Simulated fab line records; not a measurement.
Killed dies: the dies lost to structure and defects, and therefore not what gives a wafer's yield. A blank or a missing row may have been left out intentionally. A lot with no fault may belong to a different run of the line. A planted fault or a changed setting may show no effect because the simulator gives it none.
Chamber matching :: flow n5Finfet :: N5_HKMG_FIN_DESCUM_17 on rieDiel-04 has 4 sister chambers
The step chemistry O2, time 7.9 s. 16 wafers are shown with their chamber, then 8 later ones without.

WAFERS PAIRED WITH THEIR CHAMBERS
wafer: L850.1
chamber: 2
showerheadPlenumPTorr (Torr): 2.09
oesProductAu (a.u.): 0.78
throttleValvePct (%): 20.71

wafer: L850.3
chamber: 0
showerheadPlenumPTorr (Torr): 2.18
oesProductAu (a.u.): 0.74
throttleValvePct (%): 20.51

wafer: L850.6
chamber: 2
showerheadPlenumPTorr (Torr): 2.09
oesProductAu (a.u.): 0.78
throttleValvePct (%): 20.73

wafer: L856.3
chamber: 0
showerheadPlenumPTorr (Torr): 2.17
oesProductAu (a.u.): 0.72
throttleValvePct (%): 20.55

wafer: L856.4
chamber: 1
showerheadPlenumPTorr (Torr): 2.16
oesProductAu (a.u.): 0.69
throttleValvePct (%): 20.69

wafer: L856.5
chamber: 3
showerheadPlenumPTorr (Torr): 2.08
oesProductAu (a.u.): 0.77
throttleValvePct (%): 20.63

wafer: L860.2
chamber: 2
showerheadPlenumPTorr (Torr): 2.08
oesProductAu (a.u.): 0.77
throttleValvePct (%): 20.74

wafer: L860.4
chamber: 0
showerheadPlenumPTorr (Torr): 2.17
oesProductAu (a.u.): 0.72
throttleValvePct (%): 20.57

wafer: L860.5
chamber: 1
showerheadPlenumPTorr (Torr): 2.16
oesProductAu (a.u.): 0.69
throttleValvePct (%): 20.72

wafer: L863.1
chamber: 0
showerheadPlenumPTorr (Torr): 2.17
oesProductAu (a.u.): 0.71
throttleValvePct (%): 20.59

wafer: L863.4
chamber: 1
showerheadPlenumPTorr (Torr): 2.15
oesProductAu (a.u.): 0.68
throttleValvePct (%): 20.72

wafer: L863.5
chamber: 3
showerheadPlenumPTorr (Torr): 2.08
oesProductAu (a.u.): 0.75
throttleValvePct (%): 20.67

wafer: L866.1
chamber: 3
showerheadPlenumPTorr (Torr): 2.08
oesProductAu (a.u.): 0.75
throttleValvePct (%): 20.67

wafer: L866.2
chamber: 1
showerheadPlenumPTorr (Torr): 2.15
oesProductAu (a.u.): 0.67
throttleValvePct (%): 20.73

wafer: L866.6
chamber: 3
showerheadPlenumPTorr (Torr): 2.08
oesProductAu (a.u.): 0.75
throttleValvePct (%): 20.69

wafer: L868.3
chamber: 3
showerheadPlenumPTorr (Torr): 2.08
oesProductAu (a.u.): 0.74
throttleValvePct (%): 20.70

SIGNATURES, as means of the wafers listed above
reading: showerheadPlenumPTorr
chamber 0: 2.1725
chamber 1: 2.1550
chamber 2: 2.0867
chamber 3: 2.0800
scatter within a chamber: 0.00449

reading: oesProductAu
chamber 0: 0.7225
chamber 1: 0.6825
chamber 2: 0.7767
chamber 3: 0.7520
scatter within a chamber: 0.0104

reading: throttleValvePct
chamber 0: 20.5550
chamber 1: 20.7150
chamber 2: 20.7267
chamber 3: 20.6720
scatter within a chamber: 0.0254
Rule: a wafer lies at a distance from a chamber equal to the root of the sum of squares, over the readings, of (its reading less the chamber's mean, divided by the reading's scatter). The wafer belongs to the nearest chamber; if the next one is less than 2 further off, it can't be placed. The scatter: the root of (the sum of the squares of (reading less its chamber's mean) over the shown wafers, divided by (wafers less chambers)).

WAFERS WITHOUT THEIR CHAMBER
wafer: L868.4
showerheadPlenumPTorr (Torr): 2.16
oesProductAu (a.u.): 0.71
throttleValvePct (%): 20.60

wafer: L868.6
showerheadPlenumPTorr (Torr): 2.08
oesProductAu (a.u.): 0.74
throttleValvePct (%): 20.69

wafer: L872.2
showerheadPlenumPTorr (Torr): 2.07
oesProductAu (a.u.): 0.74
throttleValvePct (%): 20.77

wafer: L872.3
showerheadPlenumPTorr (Torr): 2.07
oesProductAu (a.u.): 0.74
throttleValvePct (%): 20.70

wafer: L872.6
showerheadPlenumPTorr (Torr): 2.16
oesProductAu (a.u.): 0.70
throttleValvePct (%): 20.60

wafer: L871.3
showerheadPlenumPTorr (Torr): 2.07
oesProductAu (a.u.): 0.74
throttleValvePct (%): 20.78

wafer: L871.4
showerheadPlenumPTorr (Torr): 2.15
oesProductAu (a.u.): 1.02
throttleValvePct (%): 20.38

wafer: L871.6
showerheadPlenumPTorr (Torr): 2.15
oesProductAu (a.u.): 1.01
throttleValvePct (%): 20.38

THE CHAMBER EACH PASSED THROUGH
wafer: L868.4
from the rows above: can't be placed: 0 or 1
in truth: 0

wafer: L868.6
from the rows above: 3
in truth: 3

wafer: L872.2
from the rows above: can't be placed: 3 or 2
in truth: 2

wafer: L872.3
from the rows above: 3
in truth: 3

wafer: L872.6
from the rows above: can't be placed: 0 or 1
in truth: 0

wafer: L871.3
from the rows above: can't be placed: 3 or 2
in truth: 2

wafer: L871.4
from the rows above: can't be placed: 0 or 2
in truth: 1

wafer: L871.6
from the rows above: can't be placed: 0 or 2
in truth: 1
Correct placement for 2 of the 8. From these rows, 6 cannot be placed; in 4 the true chamber is one of the candidates. 0 placed wrongly.
